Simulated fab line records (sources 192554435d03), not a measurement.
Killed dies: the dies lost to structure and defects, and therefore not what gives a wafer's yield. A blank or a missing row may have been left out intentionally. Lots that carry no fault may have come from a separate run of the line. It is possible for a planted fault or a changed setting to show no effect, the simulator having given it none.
Matching of chambers -- flow n5Finfet -- N5_BEOL_M10_DEP_56 on pecvd-04: 3 sister chambers
The step deposits SiCN from 3MS/NH3, target thk 15 nm, time 26.5 s. 3 wafers are shown with their chamber, then 12 later ones without.

EACH WAFER AND ITS CHAMBER
wafer,chamber,showerheadPlenumPTorr (Torr)
L088.1,0,3.666
L088.4,2,3.643
L088.5,1,3.646

WAFERS WITHOUT THEIR CHAMBER
wafer,showerheadPlenumPTorr (Torr)
L089.2,3.652
L089.3,3.643
L089.6,3.654
L093.3,3.664
L093.5,3.646
L093.6,3.657
L095.2,3.657
L095.4,3.668
L095.6,3.638
L097.2,3.642
L097.4,3.676
L097.5,3.659

THE CHAMBER EACH PASSED THROUGH
wafer,from the rows above,in truth
L089.2,can't be placed: 1 or 2 or 0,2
L089.3,can't be placed: 2 or 1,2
L089.6,can't be placed: 1 or 2 or 0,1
L093.3,0,0
L093.5,can't be placed: 1 or 2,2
L093.6,can't be placed: 0 or 1 or 2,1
L095.2,can't be placed: 0 or 1 or 2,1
L095.4,0,0
L095.6,can't be placed: 2 or 1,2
L097.2,can't be placed: 2 or 1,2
L097.4,0,0
L097.5,can't be placed: 0 or 1 or 2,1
3 of 12 placed correctly. Can't be placed from these rows: 9 (the true chamber is among the candidates in 9). 0 placed wrongly.
How it was worked out, from the rows above alone: a wafer's distance from a chamber is the root of the sum, over the readings, of the square of ((its reading less the chamber's mean) divided by the reading's scatter). If the next closest chamber is less than 2 further off than the closest, the wafer can't be placed; otherwise it belongs to the closest. Each chamber's mean is taken over the wafers shown for it. The scatter (one wafer shown for each chamber): square how far every hidden wafer sits from the nearest shown wafer, average those squares and take the square root.
